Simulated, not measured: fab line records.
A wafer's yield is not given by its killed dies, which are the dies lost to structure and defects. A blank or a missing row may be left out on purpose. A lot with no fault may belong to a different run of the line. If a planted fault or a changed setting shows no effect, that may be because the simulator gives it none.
Which tool is to blame? || flow n5_finfet || 7 lots with 21 wafers sampled at 6 steps, on a route of 1938 steps

## WHAT THE GAUGES READ, wafer by wafer
N5_BEOL_M4_RC_MEAS_101. Usual: DIBL_N 35.4 mV/V, standard deviation 2.1; DIBL_P 34.8 mV/V, standard deviation 2.6; IOFF_N 0.15 nA/um, standard deviation 0.037; IOFF_P 0.19 nA/um, standard deviation 0.037; ION_N 677 uA/um, standard deviation 16; ION_P 462 uA/um, standard deviation 9.3; SS_N 71.4 mV/dec, standard deviation 0.75; SS_P 72.9 mV/dec, standard deviation 0.77; VT_N 250 mV, standard deviation 3.7; VT_P -251 mV, standard deviation 3.5.
{"lot": "L743", "measured": "day 9 05:58", "on": "prober-01", "DIBL_N (mV/V)": "35.3 36.9 31.4", "DIBL_P (mV/V)": "35.4 36.0 29.3", "IOFF_N (nA/um)": "0.15 0.16 0.09", "IOFF_P (nA/um)": "0.19 0.18 0.12", "ION_N (uA/um)": "690 677 657", "ION_P (uA/um)": "464 453 449", "SS_N (mV/dec)": "71.8 71.4 70.0", "SS_P (mV/dec)": "73.3 72.7 71.3", "VT_N (mV)": "245 250 256", "VT_P (mV)": "-253 -255 -259", "flag": ""}
{"lot": "L744", "measured": "day 9 06:27", "on": "prober-02", "DIBL_N (mV/V)": "34.7 31.1 35.3", "DIBL_P (mV/V)": "35.4 31.0 35.7", "IOFF_N (nA/um)": "0.15 0.09 0.14", "IOFF_P (nA/um)": "0.18 0.13 0.19", "ION_N (uA/um)": "697 665 679", "ION_P (uA/um)": "463 461 464", "SS_N (mV/dec)": "70.7 70.3 71.1", "SS_P (mV/dec)": "72.6 71.1 72.5", "VT_N (mV)": "249 256 249", "VT_P (mV)": "-256 -256 -252", "flag": ""}
{"lot": "L747", "measured": "day 9 10:58", "on": "prober-01", "DIBL_N (mV/V)": "34.8 37.2 34.0", "DIBL_P (mV/V)": "33.8 36.0 32.3", "IOFF_N (nA/um)": "0.13 0.16 0.12", "IOFF_P (nA/um)": "0.16 0.18 0.13", "ION_N (uA/um)": "664 678 660", "ION_P (uA/um)": "456 457 448", "SS_N (mV/dec)": "71.1 71.7 70.9", "SS_P (mV/dec)": "73.1 73.2 71.5", "VT_N (mV)": "251 248 255", "VT_P (mV)": "-257 -253 -257", "flag": ""}
{"lot": "L750", "measured": "day 10 14:34", "on": "prober-01", "DIBL_N (mV/V)": "34.5 36.8 36.8", "DIBL_P (mV/V)": "34.6 37.8 36.9", "IOFF_N (nA/um)": "0.13 0.15 0.16", "IOFF_P (nA/um)": "0.17 0.20 0.19", "ION_N (uA/um)": "684 669 668", "ION_P (uA/um)": "464 453 457", "SS_N (mV/dec)": "71.4 71.6 71.8", "SS_P (mV/dec)": "72.2 73.7 73.4", "VT_N (mV)": "252 251 249", "VT_P (mV)": "-252 -255 -253", "flag": ""}
{"lot": "L751", "measured": "day 10 15:20", "on": "prober-01", "DIBL_N (mV/V)": "36.0 36.2 37.3", "DIBL_P (mV/V)": "34.6 34.6 35.1", "IOFF_N (nA/um)": "0.13 0.15 0.15", "IOFF_P (nA/um)": "0.21 0.20 0.19", "ION_N (uA/um)": "649 677 661", "ION_P (uA/um)": "450 466 450", "SS_N (mV/dec)": "71.0 71.3 71.3", "SS_P (mV/dec)": "73.0 73.2 72.4", "VT_N (mV)": "250 246 249", "VT_P (mV)": "-251 -252 -251", "flag": ""}
{"lot": "L762", "measured": "day 13 15:49", "on": "prober-01", "DIBL_N (mV/V)": "40.6 38.2 36.6", "DIBL_P (mV/V)": "40.7 37.9 36.7", "IOFF_N (nA/um)": "0.28 0.23 0.18", "IOFF_P (nA/um)": "0.31 0.25 0.22", "ION_N (uA/um)": "709 708 702", "ION_P (uA/um)": "480 479 478", "SS_N (mV/dec)": "73.2 72.2 72.0", "SS_P (mV/dec)": "74.6 73.6 73.9", "VT_N (mV)": "241 244 246", "VT_P (mV)": "-246 -245 -247", "flag": ""}
{"lot": "L763", "measured": "day 14 15:19", "on": "prober-01", "DIBL_N (mV/V)": "35.5 32.7 35.4", "DIBL_P (mV/V)": "35.0 31.9 36.6", "IOFF_N (nA/um)": "0.15 0.11 0.16", "IOFF_P (nA/um)": "0.23 0.18 0.25", "ION_N (uA/um)": "676 672 688", "ION_P (uA/um)": "468 472 474", "SS_N (mV/dec)": "71.7 70.3 71.5", "SS_P (mV/dec)": "73.1 71.7 72.9", "VT_N (mV)": "254 254 249", "VT_P (mV)": "-243 -247 -244", "flag": ""}

N5_BEOL_M15_RC_MEAS_101. Usual: COMB_M10 1.42e-11 S/m, standard deviation 2.9e-12; COMB_M11 1.5e-11 S/m, standard deviation 3.1e-12; COMB_M12 6.8e-12 S/m, standard deviation 1.3e-12; COMB_M13 5.1e-12 S/m, standard deviation 1.1e-12; COMB_M14 3.7e-12 S/m, standard deviation 8.8e-13; COMB_M15 2.7e-12 S/m, standard deviation 6.4e-13; COMB_M5 3.7e-11 S/m, standard deviation 8.3e-12; COMB_M6 2.5e-11 S/m, standard deviation 4.8e-12; COMB_M7 2.5e-11 S/m, standard deviation 5.5e-12; COMB_M7_max_site 3.6e-11 S/m, standard deviation 8.7e-12; COMB_M8 2.7e-11 S/m, standard deviation 5.2e-12; COMB_M8_max_site 3.8e-11 S/m, standard deviation 8.4e-12; COMB_M9 1.5e-11 S/m, standard deviation 3.1e-12; SERP_M10 3.03 ohm/um, standard deviation 0.11; SERP_M11 3.09 ohm/um, standard deviation 0.085; SERP_M12 0.624 ohm/um, standard deviation 0.02; SERP_M12_max_site 0.637 ohm/um, standard deviation 0.021; SERP_M13 0.308 ohm/um, standard deviation 0.0087; SERP_M13_max_site 0.311 ohm/um, standard deviation 0.0088; SERP_M14 0.156 ohm/um, standard deviation 0.0058; SERP_M5 40.3 ohm/um, standard deviation 2.2; SERP_M6 13.5 ohm/um, standard deviation 0.73; SERP_M7 14.3 ohm/um, standard deviation 0.75; SERP_M8 13.8 ohm/um, standard deviation 0.71; SERP_M9 3.07 ohm/um, standard deviation 0.085.
{"lot": "L743", "measured": "day 13 06:31", "on": "prober-02", "COMB_M10 (S/m)": "1.52e-11 1.66e-11 1.52e-11", "COMB_M11 (S/m)": "1.3e-11 1.3e-11 1.3e-11", "COMB_M12 (S/m)": "7e-12 6.5e-12 6.5e-12", "COMB_M13 (S/m)": "4.6e-12 4.4e-12 4.6e-12", "COMB_M14 (S/m)": "2.8e-12 2.3e-12 2.6e-12", "COMB_M15 (S/m)": "3.6e-12 4.2e-12 2.9e-12", "COMB_M5 (S/m)": "2.6e-11 2.8e-11 2.9e-11", "COMB_M6 (S/m)": "3e-11 1.8e-11 2.7e-11", "COMB_M7 (S/m)": "3.2e-11 3e-11 4.1e-11", "COMB_M7_max_site (S/m)": "4.1e-11 6.9e-11 6.4e-11", "COMB_M8 (S/m)": "2.6e-11 2.8e-11 4.2e-11", "COMB_M8_max_site (S/m)": "3.6e-11 4.2e-11 5.3e-11", "COMB_M9 (S/m)": "1.8e-11 1.2e-11 1.5e-11", "SERP_M10 (ohm/um)": "3.10 3.03 2.90", "SERP_M11 (ohm/um)": "3.06 3.11 3.14", "SERP_M12 (ohm/um)": "0.621 0.615 0.610", "SERP_M12_max_site (ohm/um)": "0.635 0.627 0.622", "SERP_M13 (ohm/um)": "0.290 0.304 0.311", "SERP_M13_max_site (ohm/um)": "0.293 0.308 0.314", "SERP_M14 (ohm/um)": "0.160 0.149 0.159", "SERP_M5 (ohm/um)": "39.4 38.7 39.4", "SERP_M6 (ohm/um)": "13.0 13.3 13.3", "SERP_M7 (ohm/um)": "13.5 14.2 14.2", "SERP_M8 (ohm/um)": "14.3 14.4 14.1", "SERP_M9 (ohm/um)": "3.04 3.01 3.04", "flag": ""}
{"lot": "L744", "measured": "day 13 03:23", "on": "prober-02", "COMB_M10 (S/m)": "1.89e-11 1.99e-11 1.48e-11", "COMB_M11 (S/m)": "1.5e-11 1.4e-11 1.6e-11", "COMB_M12 (S/m)": "6.6e-12 7.6e-12 7.6e-12", "COMB_M13 (S/m)": "3.7e-12 3.8e-12 4.2e-12", "COMB_M14 (S/m)": "5.6e-12 3.9e-12 5.1e-12", "COMB_M15 (S/m)": "2.9e-12 3.6e-12 3e-12", "COMB_M5 (S/m)": "5.8e-11 4.2e-11 4.6e-11", "COMB_M6 (S/m)": "2.4e-11 2.9e-11 3.1e-11", "COMB_M7 (S/m)": "2.8e-11 2.1e-11 2.4e-11", "COMB_M7_max_site (S/m)": "3.3e-11 3.2e-11 3.2e-11", "COMB_M8 (S/m)": "2.5e-11 2.8e-11 2.6e-11", "COMB_M8_max_site (S/m)": "4.4e-11 4e-11 3.6e-11", "COMB_M9 (S/m)": "1.4e-11 1.5e-11 1.5e-11", "SERP_M10 (ohm/um)": "2.93 2.90 2.83", "SERP_M11 (ohm/um)": "3.29 3.15 3.12", "SERP_M12 (ohm/um)": "0.640 0.635 0.658", "SERP_M12_max_site (ohm/um)": "0.660 0.645 0.665", "SERP_M13 (ohm/um)": "0.320 0.305 0.313", "SERP_M13_max_site (ohm/um)": "0.324 0.311 0.316", "SERP_M14 (ohm/um)": "0.147 0.160 0.149", "SERP_M5 (ohm/um)": "40.8 40.2 44.8", "SERP_M6 (ohm/um)": "14.4 14.6 15.2", "SERP_M7 (ohm/um)": "13.7 13.5 14.0", "SERP_M8 (ohm/um)": "13.6 12.1 13.1", "SERP_M9 (ohm/um)": "3.12 3.24 3.17", "flag": ""}
{"lot": "L747", "measured": "day 13 22:10", "on": "prober-01", "COMB_M10 (S/m)": "1.38e-11 1.19e-11 1.5e-11", "COMB_M11 (S/m)": "1.7e-11 1.9e-11 1.9e-11", "COMB_M12 (S/m)": "5.6e-12 5.7e-12 6.3e-12", "COMB_M13 (S/m)": "4.1e-12 5.1e-12 3.9e-12", "COMB_M14 (S/m)": "3.8e-12 3.3e-12 3.6e-12", "COMB_M15 (S/m)": "1.8e-12 1.8e-12 2.3e-12", "COMB_M5 (S/m)": "4.7e-11 4e-11 3.4e-11", "COMB_M6 (S/m)": "3.9e-11 2.7e-11 2.4e-11", "COMB_M7 (S/m)": "2.3e-11 2.8e-11 2.2e-11", "COMB_M7_max_site (S/m)": "4.2e-11 3.9e-11 2.8e-11", "COMB_M8 (S/m)": "3.1e-11 3.1e-11 3.5e-11", "COMB_M8_max_site (S/m)": "4.8e-11 5.9e-11 4.3e-11", "COMB_M9 (S/m)": "1.1e-11 1.4e-11 1.9e-11", "SERP_M10 (ohm/um)": "3.22 3.20 3.21", "SERP_M11 (ohm/um)": "3.04 2.97 3.03", "SERP_M12 (ohm/um)": "0.649 0.605 0.609", "SERP_M12_max_site (ohm/um)": "0.668 0.630 0.616", "SERP_M13 (ohm/um)": "0.317 0.309 0.325", "SERP_M13_max_site (ohm/um)": "0.320 0.311 0.328", "SERP_M14 (ohm/um)": "0.150 0.161 0.159", "SERP_M5 (ohm/um)": "43.3 39.6 39.2", "SERP_M6 (ohm/um)": "14.2 14.1 14.3", "SERP_M7 (ohm/um)": "14.3 14.4 14.2", "SERP_M8 (ohm/um)": "13.3 13.2 13.4", "SERP_M9 (ohm/um)": "3.00 3.00 3.03", "flag": ""}
{"lot": "L750", "measured": "day 14 16:04", "on": "prober-02", "COMB_M10 (S/m)": "1.52e-11 1.12e-11 1.47e-11", "COMB_M11 (S/m)": "1.4e-11 1.7e-11 1.5e-11", "COMB_M12 (S/m)": "6.6e-12 6.6e-12 5.4e-12", "COMB_M13 (S/m)": "4.1e-12 5.5e-12 4.6e-12", "COMB_M14 (S/m)": "3.9e-12 6.2e-12 6.2e-12", "COMB_M15 (S/m)": "3.3e-12 3e-12 3.1e-12", "COMB_M5 (S/m)": "3.5e-11 3.2e-11 4e-11", "COMB_M6 (S/m)": "2.4e-11 3.3e-11 2.5e-11", "COMB_M7 (S/m)": "2.4e-11 2.8e-11 1.7e-11", "COMB_M7_max_site (S/m)": "4.2e-11 4.4e-11 3.2e-11", "COMB_M8 (S/m)": "3.2e-11 2.4e-11 2.2e-11", "COMB_M8_max_site (S/m)": "4e-11 3.3e-11 3.2e-11", "COMB_M9 (S/m)": "1.3e-11 1.2e-11 1.4e-11", "SERP_M10 (ohm/um)": "3.01 2.91 2.98", "SERP_M11 (ohm/um)": "3.00 2.96 2.95", "SERP_M12 (ohm/um)": "0.629 0.643 0.644", "SERP_M12_max_site (ohm/um)": "0.641 0.659 0.659", "SERP_M13 (ohm/um)": "0.324 0.306 0.300", "SERP_M13_max_site (ohm/um)": "0.326 0.309 0.303", "SERP_M14 (ohm/um)": "0.155 0.150 0.153", "SERP_M5 (ohm/um)": "40.9 35.7 37.7", "SERP_M6 (ohm/um)": "12.2 13.1 12.9", "SERP_M7 (ohm/um)": "13.3 13.9 13.8", "SERP_M8 (ohm/um)": "14.5 13.0 15.0", "SERP_M9 (ohm/um)": "2.95 3.25 3.12", "flag": ""}
{"lot": "L751", "measured": "day 14 16:49", "on": "prober-01", "COMB_M10 (S/m)": "1.01e-11 1.3e-11 7.9e-12", "COMB_M11 (S/m)": "1.7e-11 1.2e-11 1.8e-11", "COMB_M12 (S/m)": "7.4e-12 7.6e-12 5.6e-12", "COMB_M13 (S/m)": "4.2e-12 4.5e-12 4.7e-12", "COMB_M14 (S/m)": "2.5e-12 2.7e-12 2.8e-12", "COMB_M15 (S/m)": "2.2e-12 1.7e-12 2e-12", "COMB_M5 (S/m)": "3e-11 2.7e-11 2.8e-11", "COMB_M6 (S/m)": "2e-11 2.4e-11 3e-11", "COMB_M7 (S/m)": "2.2e-11 2.9e-11 2.6e-11", "COMB_M7_max_site (S/m)": "2.9e-11 3.2e-11 3.9e-11", "COMB_M8 (S/m)": "2.4e-11 2.5e-11 3.4e-11", "COMB_M8_max_site (S/m)": "2.9e-11 3.2e-11 5.7e-11", "COMB_M9 (S/m)": "1.5e-11 1.5e-11 1.3e-11", "SERP_M10 (ohm/um)": "2.99 2.89 3.08", "SERP_M11 (ohm/um)": "3.18 3.28 3.24", "SERP_M12 (ohm/um)": "0.631 0.617 0.606", "SERP_M12_max_site (ohm/um)": "0.650 0.627 0.612", "SERP_M13 (ohm/um)": "0.289 0.302 0.311", "SERP_M13_max_site (ohm/um)": "0.292 0.304 0.314", "SERP_M14 (ohm/um)": "0.169 0.149 0.153", "SERP_M5 (ohm/um)": "38.6 40.1 44.1", "SERP_M6 (ohm/um)": "14.3 13.7 14.9", "SERP_M7 (ohm/um)": "15.0 15.3 14.3", "SERP_M8 (ohm/um)": "13.6 13.7 13.7", "SERP_M9 (ohm/um)": "3.01 3.00 3.01", "flag": ""}
{"lot": "L762", "measured": "day 17 08:04", "on": "prober-02", "COMB_M10 (S/m)": "1.62e-11 1.14e-11 1.6e-11", "COMB_M11 (S/m)": "1.4e-11 2.1e-11 1.7e-11", "COMB_M12 (S/m)": "7.8e-12 7.4e-12 8.9e-12", "COMB_M13 (S/m)": "6.2e-12 6.7e-12 6.4e-12", "COMB_M14 (S/m)": "3.8e-12 3.3e-12 4.2e-12", "COMB_M15 (S/m)": "2.5e-12 2.8e-12 2.2e-12", "COMB_M5 (S/m)": "4.2e-11 5.7e-11 4.6e-11", "COMB_M6 (S/m)": "2.5e-11 2.3e-11 2.9e-11", "COMB_M7 (S/m)": "2.01e-10 2.2e-11 3.3e-11", "COMB_M7_max_site (S/m)": "4.42e-10 2.9e-11 5.8e-11", "COMB_M8 (S/m)": "2.3e-11 2e-11 2.4e-11", "COMB_M8_max_site (S/m)": "2.9e-11 2.9e-11 3.3e-11", "COMB_M9 (S/m)": "1.3e-11 1.6e-11 2.2e-11", "SERP_M10 (ohm/um)": "3.12 3.05 3.09", "SERP_M11 (ohm/um)": "2.97 2.94 3.03", "SERP_M12 (ohm/um)": "0.584 0.613 0.574", "SERP_M12_max_site (ohm/um)": "0.593 0.629 0.583", "SERP_M13 (ohm/um)": "0.321 0.317 0.308", "SERP_M13_max_site (ohm/um)": "0.326 0.319 0.312", "SERP_M14 (ohm/um)": "0.154 0.153 0.155", "SERP_M5 (ohm/um)": "40.3 37.7 41.6", "SERP_M6 (ohm/um)": "13.6 13.0 13.7", "SERP_M7 (ohm/um)": "12.1 12.8 12.9", "SERP_M8 (ohm/um)": "15.3 14.6 14.2", "SERP_M9 (ohm/um)": "3.02 2.96 3.05", "flag": "OFF"}
{"lot": "L763", "measured": "day 18 15:38", "on": "prober-01", "COMB_M10 (S/m)": "1.13e-11 1.24e-11 2.01e-11", "COMB_M11 (S/m)": "1.2e-11 1.1e-11 1.4e-11", "COMB_M12 (S/m)": "6.8e-12 5.1e-12 7.3e-12", "COMB_M13 (S/m)": "5.1e-12 4.5e-12 4.9e-12", "COMB_M14 (S/m)": "3.8e-12 3.8e-12 4.2e-12", "COMB_M15 (S/m)": "2.2e-12 2e-12 2.8e-12", "COMB_M5 (S/m)": "3.5e-11 3.2e-11 3.2e-11", "COMB_M6 (S/m)": "2.8e-11 3e-11 2.7e-11", "COMB_M7 (S/m)": "3.1e-11 3e-11 2.4e-11", "COMB_M7_max_site (S/m)": "3.9e-11 4.8e-11 3.5e-11", "COMB_M8 (S/m)": "2.4e-11 1.5e-11 2.8e-11", "COMB_M8_max_site (S/m)": "3.7e-11 2.7e-11 3.3e-11", "COMB_M9 (S/m)": "1.4e-11 1.8e-11 1.8e-11", "SERP_M10 (ohm/um)": "3.16 3.19 2.98", "SERP_M11 (ohm/um)": "3.20 3.18 3.15", "SERP_M12 (ohm/um)": "0.629 0.587 0.610", "SERP_M12_max_site (ohm/um)": "0.643 0.595 0.622", "SERP_M13 (ohm/um)": "0.319 0.314 0.290", "SERP_M13_max_site (ohm/um)": "0.321 0.318 0.293", "SERP_M14 (ohm/um)": "0.159 0.156 0.153", "SERP_M5 (ohm/um)": "44.8 44.6 40.8", "SERP_M6 (ohm/um)": "12.4 13.8 12.5", "SERP_M7 (ohm/um)": "13.4 13.4 14.5", "SERP_M8 (ohm/um)": "12.9 14.2 14.5", "SERP_M9 (ohm/um)": "3.12 3.10 3.02", "flag": ""}

## WHAT TOOL EACH LOT RAN ON (gives the tool, then ch and the chambers of the sampled wafers, and finally the start)
{"lot": "L743", "N5_BEOL_M7_STRIP_19": "rie_diel-04 ch 0,2,3, day 10 07:36", "N5_BEOL_M7_DESCUM_33": "rie_diel-02 ch 1,2, day 10 08:09", "N5_BEOL_M7_ALD_77": "ald_metal-02 ch 0,1,2, day 10 09:18", "N5_BEOL_M8_HM_DEP_02": "pvd_sputter-03, day 10 12:22"}
{"lot": "L744", "N5_BEOL_M7_STRIP_19": "rie_diel-04 ch 0,2, day 10 05:58", "N5_BEOL_M7_DESCUM_33": "rie_diel-04 ch 0,2,3, day 10 06:49", "N5_BEOL_M7_ALD_77": "ald_metal-02 ch 0,2,3, day 10 08:55", "N5_BEOL_M8_HM_DEP_02": "pvd_sputter-03, day 10 12:01"}
{"lot": "L747", "N5_BEOL_M7_STRIP_19": "rie_diel-04 ch 1,2,3, day 10 13:42", "N5_BEOL_M7_DESCUM_33": "rie_diel-06 ch 0,2,3, day 10 16:23", "N5_BEOL_M7_ALD_77": "ald_metal-02 ch 0,1,2, day 10 17:32", "N5_BEOL_M8_HM_DEP_02": "pvd_sputter-01, day 10 22:29"}
{"lot": "L750", "N5_BEOL_M7_STRIP_19": "rie_diel-06 ch 0,2,3, day 11 15:49", "N5_BEOL_M7_DESCUM_33": "rie_diel-02 ch 1,3, day 11 17:35", "N5_BEOL_M7_ALD_77": "ald_metal-03 ch 1,2,3, day 11 19:29", "N5_BEOL_M8_HM_DEP_02": "pvd_sputter-03, day 12 01:31"}
{"lot": "L751", "N5_BEOL_M7_STRIP_19": "rie_diel-04 ch 1,2,3, day 11 16:00", "N5_BEOL_M7_DESCUM_33": "rie_diel-04 ch 0,2,3, day 11 18:01", "N5_BEOL_M7_ALD_77": "ald_metal-02 ch 1,2,3, day 11 19:35", "N5_BEOL_M8_HM_DEP_02": "pvd_sputter-03, day 12 01:44"}
{"lot": "L762", "N5_BEOL_M7_STRIP_19": "rie_diel-06 ch 0,1, day 14 19:58", "N5_BEOL_M7_DESCUM_33": "rie_diel-02 ch 0,2,3, day 14 23:38", "N5_BEOL_M7_ALD_77": "ald_metal-02 ch 0,1,3, day 15 01:10", "N5_BEOL_M8_HM_DEP_02": "pvd_sputter-02, day 15 04:08"}
{"lot": "L763", "N5_BEOL_M7_STRIP_19": "rie_diel-04 ch 0,1,2, day 15 19:31", "N5_BEOL_M7_DESCUM_33": "rie_diel-02 ch 0,1,3, day 15 21:51", "N5_BEOL_M7_ALD_77": "ald_metal-03 ch 0,1,2, day 15 22:58", "N5_BEOL_M8_HM_DEP_02": "pvd_sputter-03, day 16 01:31"}
- N5_BEOL_M7_STRIP_19: strips in O2.
- N5_BEOL_M7_DESCUM_33: chemistry O2, time 7 s.
- N5_BEOL_M7_ALD_77: deposits TaN, target thk 2 nm, pulse time 2 s, purge time 3 s.
- N5_BEOL_M8_HM_DEP_02: deposits TiN, target thk 20 nm.

## AS READ BY THE TOOLS THEMSELVES (means over the sampled wafers that have a number; for cases with no such wafer, the mark the record gives instead)
N5_BEOL_M7_STRIP_19. Usual: drypump_motor_current_A 5.7 A, standard deviation 0.54; oes_product_au 0.80 a.u., standard deviation 0.089; rf_vpp_V 3.5 V, standard deviation 0.59; showerhead_plenum_p_Torr 2.10 Torr, standard deviation 0.059; throttle_valve_pct 16.72 %, standard deviation 0.23.
{"lot": "L743", "tool": "rie_diel-04", "drypump_motor_current_A (A)": 5.7, "oes_product_au (a.u.)": 0.78, "rf_vpp_V (V)": 3.8, "showerhead_plenum_p_Torr (Torr)": 2.13, "throttle_valve_pct (%)": 16.84, "flag": ""}
{"lot": "L744", "tool": "rie_diel-04", "drypump_motor_current_A (A)": 5.8, "oes_product_au (a.u.)": 0.86, "rf_vpp_V (V)": 3.3, "showerhead_plenum_p_Torr (Torr)": 2.11, "throttle_valve_pct (%)": 16.90, "flag": ""}
{"lot": "L747", "tool": "rie_diel-04", "drypump_motor_current_A (A)": 6.0, "oes_product_au (a.u.)": 0.72, "rf_vpp_V (V)": 2.7, "showerhead_plenum_p_Torr (Torr)": 2.15, "throttle_valve_pct (%)": 16.77, "flag": ""}
{"lot": "L750", "tool": "rie_diel-06", "drypump_motor_current_A (A)": 5.1, "oes_product_au (a.u.)": 0.80, "rf_vpp_V (V)": 3.1, "showerhead_plenum_p_Torr (Torr)": 2.05, "throttle_valve_pct (%)": 16.74, "flag": ""}
{"lot": "L751", "tool": "rie_diel-04", "drypump_motor_current_A (A)": 6.0, "oes_product_au (a.u.)": 0.72, "rf_vpp_V (V)": 3.3, "showerhead_plenum_p_Torr (Torr)": 2.15, "throttle_valve_pct (%)": 16.77, "flag": ""}
{"lot": "L762", "tool": "rie_diel-06", "drypump_motor_current_A (A)": 5.2, "oes_product_au (a.u.)": 0.87, "rf_vpp_V (V)": 3.6, "showerhead_plenum_p_Torr (Torr)": 2.17, "throttle_valve_pct (%)": 16.63, "flag": ""}
{"lot": "L763", "tool": "rie_diel-04", "drypump_motor_current_A (A)": 6.1, "oes_product_au (a.u.)": 0.84, "rf_vpp_V (V)": 3.8, "showerhead_plenum_p_Torr (Torr)": 2.11, "throttle_valve_pct (%)": 16.71, "flag": ""}

N5_BEOL_M7_DESCUM_33. Usual: drypump_motor_current_A 5.6 A, standard deviation 0.47; oes_product_au 0.80 a.u., standard deviation 0.086; rf_vpp_V 242.7 V, standard deviation 1.3; showerhead_plenum_p_Torr 2.06 Torr, standard deviation 0.063; throttle_valve_pct 20.5 %, standard deviation 0.31.
{"lot": "L743", "tool": "rie_diel-02", "drypump_motor_current_A (A)": 5.8, "oes_product_au (a.u.)": 0.78, "rf_vpp_V (V)": 242.1, "showerhead_plenum_p_Torr (Torr)": 2.03, "throttle_valve_pct (%)": 20.1, "flag": ""}
{"lot": "L744", "tool": "rie_diel-04", "drypump_motor_current_A (A)": 5.7, "oes_product_au (a.u.)": 0.77, "rf_vpp_V (V)": 244.8, "showerhead_plenum_p_Torr (Torr)": 2.13, "throttle_valve_pct (%)": 20.6, "flag": ""}
{"lot": "L747", "tool": "rie_diel-06", "drypump_motor_current_A (A)": 5.2, "oes_product_au (a.u.)": 0.81, "rf_vpp_V (V)": 242.0, "showerhead_plenum_p_Torr (Torr)": 2.05, "throttle_valve_pct (%)": 20.5, "flag": ""}
{"lot": "L750", "tool": "rie_diel-02", "drypump_motor_current_A (A)": 5.6, "oes_product_au (a.u.)": 0.80, "rf_vpp_V (V)": 242.1, "showerhead_plenum_p_Torr (Torr)": 2.02, "throttle_valve_pct (%)": 20.4, "flag": ""}
{"lot": "L751", "tool": "rie_diel-04", "drypump_motor_current_A (A)": 5.7, "oes_product_au (a.u.)": 0.77, "rf_vpp_V (V)": 243.2, "showerhead_plenum_p_Torr (Torr)": 2.13, "throttle_valve_pct (%)": 20.6, "flag": ""}
{"lot": "L762", "tool": "rie_diel-02", "drypump_motor_current_A (A)": 5.6, "oes_product_au (a.u.)": 0.80, "rf_vpp_V (V)": 242.5, "showerhead_plenum_p_Torr (Torr)": 2.02, "throttle_valve_pct (%)": 20.5, "flag": ""}
{"lot": "L763", "tool": "rie_diel-02", "drypump_motor_current_A (A)": 5.6, "oes_product_au (a.u.)": 0.74, "rf_vpp_V (V)": 242.5, "showerhead_plenum_p_Torr (Torr)": 2.01, "throttle_valve_pct (%)": 20.7, "flag": ""}

N5_BEOL_M7_ALD_77. Usual: heater_power_w reads 419 W (standard deviation 33).
{"lot": "L743", "tool": "ald_metal-02", "heater_power_w (W)": 393, "flag": ""}
{"lot": "L744", "tool": "ald_metal-02", "heater_power_w (W)": 401, "flag": ""}
{"lot": "L747", "tool": "ald_metal-02", "heater_power_w (W)": 399, "flag": ""}
{"lot": "L750", "tool": "ald_metal-03", "heater_power_w (W)": 454, "flag": ""}
{"lot": "L751", "tool": "ald_metal-02", "heater_power_w (W)": 402, "flag": ""}
{"lot": "L762", "tool": "ald_metal-02", "heater_power_w (W)": 408, "flag": ""}
{"lot": "L763", "tool": "ald_metal-03", "heater_power_w (W)": 445, "flag": ""}

N5_BEOL_M8_HM_DEP_02. Usual: throttle_valve_pct reads 30.6 % (standard deviation 0.92).
{"lot": "L743", "tool": "pvd_sputter-03", "throttle_valve_pct (%)": 30.1, "flag": ""}
{"lot": "L744", "tool": "pvd_sputter-03", "throttle_valve_pct (%)": 29.9, "flag": ""}
{"lot": "L747", "tool": "pvd_sputter-01", "throttle_valve_pct (%)": 30.7, "flag": ""}
{"lot": "L750", "tool": "pvd_sputter-03", "throttle_valve_pct (%)": 31.0, "flag": ""}
{"lot": "L751", "tool": "pvd_sputter-03", "throttle_valve_pct (%)": 30.4, "flag": ""}
{"lot": "L762", "tool": "pvd_sputter-02", "throttle_valve_pct (%)": 30.5, "flag": ""}
{"lot": "L763", "tool": "pvd_sputter-03", "throttle_valve_pct (%)": 31.1, "flag": ""}

## THE ANSWER, worked out from the rows above alone
Rule: take the mean of a lot's wafers that have a number; if it is more than 3 standard deviations from the usual mean, the lot is off. A lot without any number at a reading at which 4 lots or more have one is off too. Where the step has rows for the other lots, those lots are counted as sound. After the gauges, taken in route order, come the tools' own readings; for these a lot's mean is taken, as printed above. The first step at which some lot is off is used, and at that step the reading that is off furthest; a lot without a number counts as furthest.
Off: L762, at N5_BEOL_M15_RC_MEAS_101 (COMB_M7_max_site).
If a tool, at a process step before that reading, ran all the lots that are off and no sound lot after the first of them, it fits. The gauges at N5_BEOL_M15_RC_MEAS_101 are tried like those tools. Can't be told from this: 4 tools fit, rie_diel-06 at N5_BEOL_M7_STRIP_19, ald_metal-02 at N5_BEOL_M7_ALD_77, pvd_sputter-02 at N5_BEOL_M8_HM_DEP_02, prober-02 at N5_BEOL_M15_RC_MEAS_101.

## WHAT THE SIMULATOR PUT IN
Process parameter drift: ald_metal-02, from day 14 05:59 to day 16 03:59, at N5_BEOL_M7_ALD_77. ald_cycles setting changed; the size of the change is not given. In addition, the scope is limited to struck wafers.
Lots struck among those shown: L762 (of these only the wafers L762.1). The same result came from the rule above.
